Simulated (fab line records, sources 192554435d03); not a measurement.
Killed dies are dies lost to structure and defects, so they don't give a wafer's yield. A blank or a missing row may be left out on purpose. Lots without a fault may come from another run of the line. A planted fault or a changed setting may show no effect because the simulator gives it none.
fab line records | flow n5_finfet
record lots=24 wafers=72 last_day=19
route steps=1938 shown BEOL_M8@1376 BEOL_M9@1424
lots that met no fault: from a run of the same line without faults
start_h: hours from the record's first day to the start of the lot's first wafer shown | wait_h: hours since the lot's step before | " the same as in the row above | L1.1+2: a row that stands for several wafers | - no value, or no start given | * or withheld: withheld | < > ~ a bound
route shown NAME@n: a module of which the file shows steps, and the number in the route of the first | usual: mean/standard deviation of fault-free wafers | same: alike in all rows | chamber/n: place in a boat | sites: the reading at each site | _std_site: their standard deviation | _edge_site: outer sites' mean less inner sites' | radius_mm: how far each site lies from the wafer's centre | mask NAME#n: copy n | behind: the tool/chamber that last shaped the wafer | hold: why the lot was held/for how many hours/how that ended | device: the transistor (n, p or np) that didn't switch | end of line: the same wafers' tests at the end of the route | a step without rows: its recipe alone | killed: dies lost to structure and defects at the first sort, not the wafer's yield | map: a wafer's dies, x killed, . not, _ none there
set.NAME: the setting as run; set.NAME@STEP: as run at that earlier step | model.NAME: the simulator's own value behind a step, which no gauge read
steps of the route over a sample of lots; a table a step, a row a wafer
services: from which hour (start_h, from the record's first day; less than 0 if before it) a tool's chamber was out of use, for how many hours, and why
## steps
# step N5_BEOL_M8_STRIP_36
# recipe chemistry=N2/H2 power_w=450 temp_c=40 pressure_mtorr=20 rf_frequency_hz=6e+07 overash_fraction=0.3 bias_power_w=7 h2_frac=0.5 n2_flow_sccm=200 h2_flow_sccm=200
# usual drypump_motor_current_A=5.8/0.42 oes_product_au=0.80/0.11 rf_vpp_V=59.3/1.4 showerhead_plenum_p_Torr=2.54/0.11 throttle_valve_pct=23.52/0.26
# columns lot.wafer tool chamber start_h wait_h drypump_motor_current_A oes_product_au rf_hours_counter_h rf_vpp_V showerhead_plenum_p_Torr throttle_valve_pct
L074.1 rie_diel-05 0 200.55 0.0 6.1 0.68 243 56.9 2.39 23.56
L074.2 " 3 " " 6.1 0.72 209 58.4 2.40 23.43
L074.3 " 2 " " 6.1 0.73 180 56.8 2.63 23.76
L075.1 rie_diel-05 3 207.51 0.0 6.1 0.72 211 62.6 2.40 23.41
L075.2 " 0 " " 6.1 0.69 245 60.3 2.39 23.59
L075.5 " 0 " " 6.1 0.69 - 57.7 2.39 23.56
L076.1 rie_diel-03 3 212.67 0.0 5.1 0.71 200 58.2 2.40 23.70
L076.2 " 1 " " 6.1 0.99 3 59.8 2.50 23.06
L076.5 " 0 " " 6.2 0.67 - 58.9 2.62 23.81
L077.1 rie_diel-03 3 213.07 0.0 5.1 0.70 200 58.5 2.40 23.67
L077.2 " 0 " " 6.2 0.68 218 60.2 2.62 23.82
L077.5 " 3 " " 5.1 0.70 - 57.9 2.40 23.71
L078.1 rie_diel-05 2 224.82 0.0 6.1 0.73 190 58.3 2.63 23.80
L078.3 " 3 " " 6.2 0.71 219 62.8 2.40 23.41
L078.6 " 3 " " 6.1 0.71 - 58.4 2.40 23.43
L079.2 rie_diel-05 2 227.00 0.0 6.2 0.73 191 58.7 2.63 23.77
L079.3 " 3 " " 6.2 0.71 219 60.1 2.40 23.47
L079.6 " 1 " " 5.5 0.68 - 59.1 2.48 23.68
L080.1 rie_diel-01 3 237.31 0.0 5.7 0.89 31 57.6 2.70 24.03
L080.2 " 2 " " 5.5 0.84 64 57.8 2.58 23.57
L080.6 " 1 " " 6.1 0.85 - 59.1 2.58 23.47
L082.1 rie_diel-05 2 240.47 0.0 6.1 0.71 198 62.0 2.62 23.78
L082.2 " 0 " " 6.1 0.95 2 57.4 2.71 23.22
L082.5 " 2 " " 6.2 0.71 - 58.6 2.62 23.79
L081.2 rie_diel-03 0 242.29 0.0 6.2 0.69 231 60.8 2.61 23.85
L081.5 " 2 " " 5.2 0.99 - 60.7 2.48 23.36
L081.6 " 3 " " 5.1 0.71 - 58.3 2.40 23.71
L083.1 rie_diel-01 3 249.92 0.0 5.7 0.89 35 60.9 2.70 24.02
L083.4 " 0 " " 5.2 0.77 125 60.0 2.65 23.55
L083.6 " 2 " " 5.6 0.86 - 59.5 2.58 23.58
L085.2 rie_diel-03 1 255.54 0.0 6.1 0.94 20 59.0 2.49 23.11
L085.4 " 3 " " 5.2 0.69 217 60.3 2.39 23.72
L085.5 " 2 " " 5.2 0.96 - 59.7 2.47 23.32
L084.4 rie_diel-03 3 255.94 0.0 5.2 0.69 218 61.2 2.39 23.73
L084.5 " 3 " " 5.2 0.70 - 60.7 2.40 23.73
L084.6 " 0 " " 6.2 0.67 - 58.9 2.61 23.84
L086.1 rie_diel-05 0 282.00 0.0 6.1 0.91 19 60.0 2.70 23.26
L086.2 " 1 " " 5.5 0.94 4 59.5 2.47 23.24
L086.6 " 3 " " 6.1 0.70 - 57.9 2.39 23.45
L087.4 rie_diel-03 0 287.97 0.0 6.2 0.65 245 58.9 2.60 23.83
L087.5 " 3 " " 5.1 0.67 - 59.1 2.39 23.72
L087.6 " 0 " " 6.2 0.68 - 58.7 2.60 23.86
L089.1 rie_diel-03 0 292.85 0.0 6.2 0.67 247 58.6 2.60 23.84
L089.5 " 3 " " 5.1 0.69 - 57.4 2.39 23.73
L089.6 " 2 " " 5.2 0.91 - 56.7 2.47 23.37
L088.1 rie_diel-03 0 297.70 0.0 6.2 0.66 249 59.5 2.60 23.86
L088.3 " 2 " " 5.2 0.91 29 58.6 2.47 23.36
L088.5 " 0 " " 6.2 0.67 - 57.7 2.60 23.86
L091.2 rie_diel-05 1 301.74 0.0 5.5 0.93 12 60.2 2.47 23.20
L091.3 " 0 " " 6.1 0.88 27 58.8 2.70 23.29
L091.4 " 2 " " 6.2 0.70 - 59.9 2.61 23.82
L090.1 rie_diel-05 1 317.94 0.0 5.5 0.91 18 59.1 2.47 23.25
L090.2 " 0 " " 6.1 0.89 35 60.6 2.69 23.28
L090.5 " 1 " " 5.5 0.91 - 59.6 2.47 23.22
L092.1 rie_diel-05 2 332.81 0.0 6.2 0.70 236 60.6 2.61 23.84
L092.2 " 3 " " 6.1 1.00 2 58.3 2.70 23.21
L092.6 " 1 " " 5.5 0.90 - 56.1 2.47 23.26
L093.3 rie_diel-03 1 348.89 0.0 6.1 0.87 48 59.2 2.48 23.14
L093.5 " 3 " " 5.1 1.00 - 61.4 2.70 23.30
L093.6 " 2 " " 5.2 0.89 - 60.1 2.46 23.42
L096.2 rie_diel-05 0 351.21 0.0 6.1 0.85 46 60.6 2.69 23.31
L096.5 " 0 " " 6.1 0.86 - 58.9 2.69 23.30
L096.6 " 1 " " 5.5 0.87 - 57.1 2.46 23.28
L094.1 rie_diel-03 2 351.39 0.0 5.2 0.88 42 59.1 2.46 23.38
L094.4 " 0 " " 6.2 0.94 6 57.2 2.60 23.42
L094.5 " 3 " " 5.1 0.99 - 59.1 2.70 23.31
L097.1 rie_diel-01 3 379.12 0.0 5.7 0.82 74 59.8 2.68 24.07
L097.3 " 2 " " 5.6 0.79 106 61.4 2.56 23.63
L097.6 " 3 " " 5.7 0.83 - 61.1 2.69 24.07
L095.2 rie_diel-05 1 391.87 0.0 5.5 0.86 39 59.3 2.46 23.26
L095.3 " 0 " " 6.1 0.84 58 58.9 2.68 23.32
L095.6 " 3 " " 6.1 0.94 - 60.2 2.70 23.22
# step N5_BEOL_M8_PRE_CLEAN_45
# recipe gas=H2/He time_s=30 temp_c=250
# usual heater_power_w=337/30
# columns lot.wafer tool chamber start_h wait_h heater_power_w
L074.1 pvd_sputter-02 - 201.38 0.0 314
L074.2 " - " " 325
L074.3 " - " " 308
L075.1 pvd_sputter-03 - 209.37 0.0 380
L075.2 " - " " 355
L075.5 " - " " 337
L076.1 pvd_sputter-03 - 213.53 0.0 319
L076.2 " - " " 376
L076.5 " - " " 349
L077.1 pvd_sputter-03 - 213.89 0.0 405
L077.2 " - " " 340
L077.5 " - " " 385
L078.1 pvd_sputter-03 - 226.12 0.0 375
L078.3 " - " " 395
L078.6 " - " " 376
L079.2 pvd_sputter-01 - 227.87 0.0 320
L079.3 " - " " 330
L079.6 " - " " 305
L080.1 pvd_sputter-03 - 238.36 0.0 400
L080.2 " - " " 358
L080.6 " - " " 312
L082.1 pvd_sputter-01 - 242.49 0.0 329
L082.2 " - " " 314
L082.5 " - " " 318
L081.2 pvd_sputter-01 - 243.21 0.0 312
L081.5 " - " " 330
L081.6 " - " " 318
L083.1 pvd_sputter-02 - 250.73 0.0 311
L083.4 " - " " 360
L083.6 " - " " 317
L085.2 pvd_sputter-02 - 256.46 0.0 311
L085.4 " - " " 357
L085.5 " - " " 324
L084.4 pvd_sputter-02 - 256.90 0.0 326
L084.5 " - " " 321
L084.6 " - " " 319
L086.1 pvd_sputter-03 - 284.47 0.0 309
L086.2 " - " " 400
L086.6 " - " " 336
L087.4 pvd_sputter-03 - 288.84 0.0 351
L087.5 " - " " 307
L087.6 " - " " 348
L089.1 pvd_sputter-03 - 294.29 0.0 312
L089.5 " - " " 382
L089.6 " - " " 309
L088.1 pvd_sputter-01 - 298.54 0.0 334
L088.3 " - " " 323
L088.5 " - " " 324
L091.2 pvd_sputter-03 - 302.49 0.0 312
L091.3 " - " " 390
L091.4 " - " " 355
L090.1 pvd_sputter-03 - 319.12 0.0 377
L090.2 " - " " 350
L090.5 " - " " 344
L092.1 pvd_sputter-01 - 333.62 0.0 320
L092.2 " - " " 318
L092.6 " - " " 320
L093.3 pvd_sputter-01 - 349.91 0.0 335
L093.5 " - " " 329
L093.6 " - " " 316
L096.2 pvd_sputter-02 - 355.69 0.0 304
L096.5 " - " " 316
L096.6 " - " " 327
L094.1 pvd_sputter-01 - 355.75 0.0 328
L094.4 " - " " 304
L094.5 " - " " 330
L097.1 pvd_sputter-01 - 380.42 0.0 316
L097.3 " - " " 322
L097.6 " - " " 331
L095.2 pvd_sputter-03 - 392.65 0.0 311
L095.3 " - " " 376
L095.6 " - " " 368
# step N5_BEOL_M9_CD_MEAS_18
# recipe pitch_nm=140 target_cd_nm=70
# usual cd_nm=69.6/0.79
# columns lot.wafer tool chamber start_h wait_h cd_nm
L074.1 cd_sem-01 - 206.00 0.0 69.6
L074.2 " - " " 69.5
L074.3 " - " " 70.3
L075.1 cd_sem-03 - 213.91 0.0 70.5
L075.2 " - " " 70.7
L075.5 " - " " 71.0
L076.1 cd_sem-01 - 221.91 0.0 68.7
L076.2 " - " " 69.3
L076.5 " - " " 70.2
L077.1 cd_sem-01 - 222.12 0.0 69.5
L077.2 " - " " 70.0
L077.5 " - " " 70.4
L078.1 cd_sem-01 - 232.42 0.0 68.9
L078.3 " - " " 68.9
L078.6 " - " " 68.0
L079.2 cd_sem-03 - 233.85 0.1 69.8
L079.3 " - " " 70.2
L079.6 " - " " 70.2
L080.1 cd_sem-02 - 243.88 0.0 69.8
L080.2 " - " " 68.9
L080.6 " - " " 69.3
L082.1 cd_sem-03 - 246.30 0.0 70.3
L082.2 " - " " 70.2
L082.5 " - " " 70.3
L081.2 cd_sem-02 - 247.49 0.1 68.0
L081.5 " - " " 68.8
L081.6 " - " " 69.5
L083.1 cd_sem-03 - 255.78 0.0 69.3
L083.4 " - " " 70.1
L083.6 " - " " 70.2
L085.2 cd_sem-01 - 262.27 0.1 68.9
L085.4 " - " " 68.4
L085.5 " - " " 69.1
L084.4 cd_sem-03 - 265.52 0.1 69.2
L084.5 " - " " 68.9
L084.6 " - " " 69.4
L086.1 cd_sem-03 - 289.02 0.0 68.9
L086.2 " - " " 69.3
L086.6 " - " " 68.6
L087.4 cd_sem-02 - 292.60 0.1 70.2
L087.5 " - " " 70.6
L087.6 " - " " 70.9
L089.1 cd_sem-03 - 297.95 0.0 68.9
L089.5 " - " " 68.5
L089.6 " - " " 68.1
L088.1 cd_sem-03 - 303.07 0.0 69.8
L088.3 " - " " 69.9
L088.5 " - " " 70.2
L091.2 cd_sem-01 - 307.70 0.1 70.3
L091.3 " - " " 70.9
L091.4 " - " " 69.9
L090.1 cd_sem-02 - 325.07 0.0 71.0
L090.2 " - " " 70.1
L090.5 " - " " 71.0
L092.1 cd_sem-02 - 338.10 0.0 71.2
L092.2 " - " " 70.5
L092.6 " - " " 70.0
L093.3 cd_sem-03 - 357.21 0.1 68.3
L093.5 " - " " 69.4
L093.6 " - " " 68.9
L096.2 cd_sem-01 - 360.54 0.1 69.0
L096.5 " - " " 68.7
L096.6 " - " " 68.6
L094.1 cd_sem-01 - 360.70 0.0 69.8
L094.4 " - " " 70.7
L094.5 " - " " 70.1
L097.1 cd_sem-01 - 386.40 0.0 69.8
L097.3 " - " " 69.5
L097.6 " - " " 69.1
L095.2 cd_sem-02 - 398.11 0.1 69.9
L095.3 " - " " 68.6
L095.6 " - " " 68.8
# step N5_BEOL_M9_VIA_ETCH_34
# recipe chemistry=C4F6/O2 target=SiCOH_lowk target_depth_a=1824 mask_material=SOC taper_deg=4 time_s=68.4 ion_energy_ev=250 pressure_mtorr=30 source_w=345 bias_w=185 Ar_flow_sccm=300 C4F6_flow_sccm=10 O2_flow_sccm=10
# usual drypump_motor_current_A=5.5/0.51 oes_product_au=0.78/0.072 rf_vpp_V=664/10 showerhead_plenum_p_Torr=2.86/0.066 throttle_valve_pct=20.92/0.19
# columns lot.wafer tool chamber start_h wait_h drypump_motor_current_A oes_product_au rf_hours_counter_h rf_vpp_V showerhead_plenum_p_Torr throttle_valve_pct
L074.1 rie_diel-06 0 209.45 0.0 4.9 0.69 239 654 2.82 20.74
L074.2 " 2 " " 5.8 0.75 169 672 2.83 21.13
L074.3 " 3 " " 6.3 0.94 12 662 2.80 20.79
L075.1 rie_diel-04 1 214.52 0.0 6.2 0.75 176 666 2.96 20.86
L075.2 " 2 " " 5.0 0.85 82 693 2.77 21.07
L075.5 " 2 " " 5.0 0.85 - 692 2.77 21.07
L076.1 rie_diel-04 2 222.60 0.0 5.0 0.84 85 692 2.77 21.06
L076.2 " 3 " " 5.3 0.83 65 653 2.90 20.95
L076.5 " 0 " " 5.1 0.79 - 658 2.86 20.90
L077.1 rie_diel-02 1 222.99 0.0 5.7 0.77 154 657 2.82 20.75
L077.2 " 0 " " 5.3 0.69 217 661 2.80 21.06
L077.5 " 3 " " 5.0 0.73 - 673 2.97 20.84
L078.1 rie_diel-04 3 234.49 0.0 5.3 0.82 68 651 2.90 20.93
L078.3 " 2 " " 5.0 0.84 89 692 2.77 21.08
L078.6 " 0 " " 5.2 0.78 - 658 2.86 20.91
L079.2 rie_diel-06 0 234.83 0.0 4.9 0.68 246 655 2.82 20.73
L079.3 " 1 " " 5.6 0.73 189 661 2.95 21.14
L079.6 " 3 " " 6.3 0.90 - 660 2.80 20.81
L080.1 rie_diel-04 1 244.68 0.0 6.1 0.74 187 667 2.95 20.87
L080.2 " 2 " " 5.0 0.83 92 691 2.77 21.08
L080.6 " 0 " " 5.1 0.77 - 657 2.86 20.89
L081.2 rie_diel-06 1 249.43 0.0 5.5 0.74 195 662 2.94 21.14
L081.5 " 2 " " 5.7 0.73 - 671 2.82 21.15
L081.6 " 3 " " 6.3 0.90 - 662 2.80 20.80
L082.1 rie_diel-02 0 249.83 0.0 5.3 0.68 225 659 2.80 21.07
L082.2 " 1 " " 5.7 0.77 162 657 2.82 20.75
L082.5 " 1 " " 5.7 0.77 - 658 2.82 20.74
L083.1 rie_diel-02 0 258.64 0.0 5.3 0.68 227 661 2.80 21.08
L083.4 " 3 " " 4.9 0.73 192 672 2.96 20.82
L083.6 " 1 " " 5.8 0.77 - 657 2.82 20.76
L085.2 rie_diel-04 2 264.21 0.0 5.0 0.82 99 691 2.76 21.09
L085.4 " 3 " " 5.3 0.80 78 652 2.90 20.96
L085.5 " 1 " " 6.2 0.73 - 666 2.95 20.87
L084.4 rie_diel-02 3 267.57 0.0 5.0 0.73 195 671 2.96 20.85
L084.5 " 0 " " 5.3 0.67 - 661 2.80 21.08
L084.6 " 3 " " 5.0 0.73 - 672 2.96 20.84
L086.1 rie_diel-04 2 291.16 0.0 5.0 0.82 107 691 2.76 21.12
L086.2 " 1 " " 6.1 0.73 201 665 2.94 20.86
L086.6 " 3 " " 5.3 0.80 - 652 2.89 20.98
L087.4 rie_diel-02 1 294.32 0.0 5.7 0.75 174 658 2.82 20.77
L087.5 " 1 " " 5.7 0.76 - 658 2.82 20.76
L087.6 " 0 " " 5.3 0.67 - 661 2.79 21.10
L089.1 rie_diel-04 2 298.66 0.0 4.9 0.82 109 692 2.76 21.11
L089.5 " 1 " " 6.1 0.72 - 668 2.94 20.90
L089.6 " 2 " " 5.0 0.82 - 692 2.76 21.10
L088.1 rie_diel-06 0 306.14 0.0 4.9 0.91 13 653 2.81 20.42
L088.3 " 2 " " 5.8 0.72 200 669 2.81 21.16
L088.5 " 2 " " 5.8 0.72 - 670 2.81 21.17
L091.2 rie_diel-06 3 309.93 0.0 6.3 0.85 43 661 2.79 20.81
L091.3 " 2 " " 5.8 0.72 201 671 2.81 21.20
L091.4 " 2 " " 5.8 0.72 - 672 2.81 21.15
L090.1 rie_diel-04 1 329.23 0.0 6.2 0.72 211 667 2.94 20.91
L090.2 " 3 " " 5.3 0.78 95 651 2.89 20.97
L090.5 " 0 " " 5.1 0.75 - 657 2.85 20.95
L092.1 rie_diel-02 3 339.06 0.0 5.0 0.71 213 671 2.95 20.88
L092.2 " 2 " " 6.3 0.86 53 671 2.92 21.03
L092.6 " 3 " " 4.9 0.72 - 671 2.95 20.87
L093.3 rie_diel-06 3 359.76 0.0 6.2 0.84 56 661 2.79 20.86
L093.5 " 1 " " 5.5 0.71 - 658 2.93 21.19
L093.6 " 0 " " 4.9 0.87 - 655 2.81 20.44
L094.1 rie_diel-06 2 363.01 0.0 5.8 0.71 215 669 2.81 21.19
L094.4 " 0 " " 4.9 0.88 26 655 2.81 20.44
L094.5 " 0 " " 4.9 0.87 - 655 2.81 20.45
L096.2 rie_diel-06 1 363.44 0.0 5.5 0.71 225 660 2.93 21.19
L096.5 " 1 " " 5.5 0.71 - 660 2.93 21.19
L096.6 " 0 " " 4.9 0.87 - 653 2.81 20.45
L097.1 rie_diel-04 3 387.98 0.0 5.3 0.78 109 651 2.88 21.00
L097.3 " 1 " " 6.1 0.71 226 666 2.93 20.93
L097.6 " 3 " " 5.3 0.77 - 651 2.88 20.99
L095.2 rie_diel-02 0 400.34 0.0 5.3 0.93 9 661 2.78 20.73
L095.3 " 1 " " 5.7 0.74 201 656 2.80 20.81
L095.6 " 0 " " 5.3 0.93 - 660 2.78 20.71
# step N5_BEOL_M9_TRENCH_ETCH_37
# recipe chemistry=C4F6/O2 target_depth_a=1514.3 target=SiCOH_lowk time_s=49 ion_energy_ev=250 pressure_mtorr=30 source_w=345 bias_w=185 Ar_flow_sccm=300 C4F6_flow_sccm=10 O2_flow_sccm=10
# usual drypump_motor_current_A=5.5/0.51 oes_product_au=0.78/0.073 rf_vpp_V=665/10 showerhead_plenum_p_Torr=2.86/0.066 throttle_valve_pct=20.95/0.19
# columns lot.wafer tool chamber start_h wait_h drypump_motor_current_A oes_product_au rf_hours_counter_h rf_vpp_V showerhead_plenum_p_Torr throttle_valve_pct
L074.1 rie_diel-06 0 - - 4.9 0.68 239 655 2.82 20.76
L074.2 " 2 " " 5.7 0.74 169 671 2.83 21.15
L074.3 " 3 " " 6.3 0.94 12 663 2.81 20.83
L075.1 rie_diel-04 1 - - 6.1 0.74 176 665 2.96 20.87
L075.2 " 2 " " 5.0 0.83 82 692 2.77 21.09
L075.5 " 2 " " 5.0 0.84 - 693 2.77 21.08
L076.1 rie_diel-04 2 - - 4.9 0.84 85 693 2.77 21.10
L076.2 " 3 " " 5.3 0.84 65 654 2.90 20.98
L076.5 " 0 " " 5.1 0.79 - 658 2.86 20.95
L077.1 rie_diel-02 1 - - 5.7 0.78 154 659 2.82 20.77
L077.2 " 0 " " 5.3 0.68 217 661 2.80 21.09
L077.5 " 3 " " 4.9 0.73 - 671 2.97 20.85
L078.1 rie_diel-04 3 - - 5.3 0.82 68 652 2.90 20.98
L078.3 " 2 " " 5.0 0.83 89 693 2.77 21.10
L078.6 " 0 " " 5.2 0.79 - 656 2.86 20.93
L079.2 rie_diel-06 0 - - 4.9 0.68 246 656 2.82 20.79
L079.3 " 1 " " 5.5 0.74 190 659 2.95 21.15
L079.6 " 3 " " 6.3 0.90 - 663 2.80 20.83
L080.1 rie_diel-04 1 - - 6.2 0.74 187 664 2.95 20.90
L080.2 " 2 " " 5.0 0.84 92 691 2.77 21.11
L080.6 " 0 " " 5.1 0.78 - 658 2.86 20.92
L081.2 rie_diel-06 1 - - 5.5 0.73 195 659 2.94 21.19
L081.5 " 2 " " 5.8 0.74 - 670 2.82 21.18
L081.6 " 3 " " 6.2 0.90 - 661 2.80 20.85
L082.1 rie_diel-02 0 - - 5.3 0.68 225 661 2.80 21.10
L082.2 " 1 " " 5.7 0.76 162 659 2.82 20.76
L082.5 " 1 " " 5.8 0.76 - 657 2.82 20.77
L083.1 rie_diel-02 0 - - 5.3 0.68 227 661 2.80 21.10
L083.4 " 3 " " 5.0 0.73 192 672 2.96 20.88
L083.6 " 1 " " 5.7 0.76 - 660 2.82 20.78
L085.2 rie_diel-04 2 - - 5.0 0.83 99 693 2.77 21.11
L085.4 " 3 " " 5.3 0.80 78 651 2.90 20.98
L085.5 " 1 " " 6.1 0.73 - 667 2.95 20.91
L084.4 rie_diel-02 3 - - 4.9 0.73 195 673 2.96 20.86
L084.5 " 0 " " 5.3 0.67 - 661 2.80 21.12
L084.6 " 3 " " 5.0 0.73 - 671 2.96 20.87
L086.1 rie_diel-04 2 - - 5.0 0.82 107 690 2.76 21.12
L086.2 " 1 " " 6.1 0.72 201 665 2.95 20.92
L086.6 " 3 " " 5.3 0.80 - 652 2.89 20.98
L087.4 rie_diel-02 1 - - 5.8 0.75 174 658 2.81 20.80
L087.5 " 1 " " 5.8 0.75 - 658 2.82 20.80
L087.6 " 0 " " 5.3 0.67 - 660 2.79 21.12
L089.1 rie_diel-04 2 - - 5.0 0.82 109 693 2.76 21.13
L089.5 " 1 " " 6.1 0.73 - 666 2.94 20.92
L089.6 " 2 " " 5.0 0.82 - 691 2.76 21.13
L088.1 rie_diel-06 0 - - 4.9 0.91 13 656 2.81 20.44
L088.3 " 2 " " 5.8 0.71 200 671 2.81 21.20
L088.5 " 2 " " 5.8 0.72 - 673 2.81 21.20
L091.2 rie_diel-06 3 - - 6.3 0.87 44 661 2.79 20.85
L091.3 " 2 " " 5.8 0.72 201 671 2.81 21.21
L091.4 " 2 " " 5.8 0.72 - 672 2.81 21.19
L090.1 rie_diel-04 1 - - 6.1 0.72 211 667 2.94 20.92
L090.2 " 3 " " 5.3 0.78 96 652 2.89 21.01
L090.5 " 0 " " 5.1 0.76 - 656 2.85 20.98
L092.1 rie_diel-02 3 - - 4.9 0.71 213 670 2.95 20.90
L092.2 " 2 " " 6.3 0.86 53 671 2.92 21.03
L092.6 " 3 " " 5.0 0.71 - 671 2.95 20.89
L093.3 rie_diel-06 3 - - 6.3 0.85 56 660 2.79 20.88
L093.5 " 1 " " 5.5 0.71 - 660 2.93 21.21
L093.6 " 0 " " 4.9 0.87 - 656 2.81 20.46
L094.1 rie_diel-06 2 - - 5.7 0.71 215 670 2.81 21.22
L094.4 " 0 " " 4.9 0.88 26 655 2.81 20.48
L094.5 " 0 " " 4.9 0.88 - 654 2.81 20.47
L096.2 rie_diel-06 1 - - 5.5 0.72 225 660 2.93 21.21
L096.5 " 1 " " 5.5 0.71 - 659 2.93 21.21
L096.6 " 0 " " 4.9 0.87 - 655 2.81 20.48
L097.1 rie_diel-04 3 - - 5.3 0.77 109 653 2.88 21.02
L097.3 " 1 " " 6.1 0.71 226 666 2.93 20.96
L097.6 " 3 " " 5.3 0.77 - 651 2.88 21.02
L095.2 rie_diel-02 0 - - 5.3 0.93 9 660 2.78 20.75
L095.3 " 1 " " 5.7 0.74 201 659 2.80 20.82
L095.6 " 0 " " 5.3 0.94 - 661 2.78 20.74
# step N5_BEOL_M9_CD_MEAS_35
# recipe target_cd_nm=70 target_cd_y_nm=40 polarity=opening
# usual cd_nm=69.6/0.78
# columns lot.wafer tool chamber start_h wait_h cd_nm
L074.1 cd_sem-03 - 209.88 0.0 69.5
L074.2 " - " " 69.3
L074.3 " - " " 70.7
L075.1 cd_sem-02 - 214.95 0.0 70.6
L075.2 " - " " 70.3
L075.5 " - " " 70.4
L076.1 cd_sem-03 - 223.02 0.0 68.9
L076.2 " - " " 69.3
L076.5 " - " " 69.8
L077.1 cd_sem-02 - 223.42 0.0 69.4
L077.2 " - " " 70.0
L077.5 " - " " 69.8
L078.1 cd_sem-01 - 234.92 0.0 68.4
L078.3 " - " " 69.2
L078.6 " - " " 68.0
L079.2 cd_sem-01 - 235.26 0.0 70.2
L079.3 " - " " 69.9
L079.6 " - " " 69.8
L080.1 cd_sem-01 - 245.10 0.0 70.2
L080.2 " - " " 68.9
L080.6 " - " " 69.0
L081.2 cd_sem-03 - 249.85 0.0 67.6
L081.5 " - " " 68.8
L081.6 " - " " 69.7
L082.1 cd_sem-03 - 250.26 0.0 70.0
L082.2 " - " " 69.9
L082.5 " - " " 69.8
L083.1 cd_sem-03 - 259.07 0.0 69.3
L083.4 " - " " 70.2
L083.6 " - " " 69.9
L085.2 cd_sem-03 - 264.64 0.0 68.7
L085.4 " - " " 68.2
L085.5 " - " " 69.2
L084.4 cd_sem-01 - 268.01 0.0 69.5
L084.5 " - " " 68.3
L084.6 " - " " 69.0
L086.1 cd_sem-01 - 291.59 0.0 69.1
L086.2 " - " " 69.1
L086.6 " - " " 68.4
L087.4 cd_sem-02 - 294.85 0.0 70.0
L087.5 " - " " 70.5
L087.6 " - " " 70.8
L089.1 cd_sem-03 - 299.09 0.0 68.4
L089.5 " - " " 69.1
L089.6 " - " " 67.8
L088.1 cd_sem-01 - 306.57 0.0 69.5
L088.3 " - " " 70.3
L088.5 " - " " 70.0
L091.2 cd_sem-02 - 310.36 0.0 70.5
L091.3 " - " " 70.7
L091.4 " - " " 69.7
L090.1 cd_sem-03 - 329.66 0.0 70.9
L090.2 " - " " 70.1
L090.5 " - " " 70.5
L092.1 cd_sem-03 - 339.49 0.0 70.5
L092.2 " - " " 70.3
L092.6 " - " " 70.5
L093.3 cd_sem-01 - 360.19 0.0 68.7
L093.5 " - " " 69.3
L093.6 " - " " 68.5
L094.1 cd_sem-01 - 363.44 0.0 70.0
L094.4 " - " " 70.7
L094.5 " - " " 70.6
L096.2 cd_sem-01 - 363.87 0.0 69.0
L096.5 " - " " 68.4
L096.6 " - " " 68.2
L097.1 cd_sem-03 - 388.41 0.0 69.5
L097.3 " - " " 69.0
L097.6 " - " " 69.5
L095.2 cd_sem-02 - 400.77 0.0 69.7
L095.3 " - " " 68.1
L095.6 " - " " 68.3
## services
# columns tool chamber start_h hours kind
rie_diel-06 - 177.84 0.6 repair
rie_diel-04 0 185.19 4.0 repair
rie_diel-01 - 216.73 1.2 repair
rie_diel-06 3 235.37 2.3 repair
rie_diel-05 1 237.91 6.5 repair
rie_diel-06 0 244.91 - clean
rie_diel-06 0 244.91 - consumable_replace:focus_ring
rie_diel-06 0 244.91 17.9 scheduled_down
rie_diel-03 0 258.93 7.9 repair
rie_diel-03 1 266.71 8.6 repair
pvd_sputter-02 - 269.38 29.2 repair
rie_diel-03 1 289.50 8.2 repair
rie_diel-06 1 295.74 3.9 repair
rie_diel-06 1 303.97 8.4 repair
rie_diel-05 1 308.63 4.9 repair
rie_diel-03 2 309.62 9.7 repair
rie_diel-05 1 329.31 1.2 repair
rie_diel-06 0 337.93 3.2 repair
rie_diel-04 3 342.35 3.4 repair
rie_diel-02 3 347.28 2.8 repair
pvd_sputter-03 - 355.87 6.6 repair
rie_diel-04 0 359.94 1.7 repair
pvd_sputter-02 - 394.55 4.0 repair
rie_diel-04 3 395.94 23.0 repair
## key
fault none
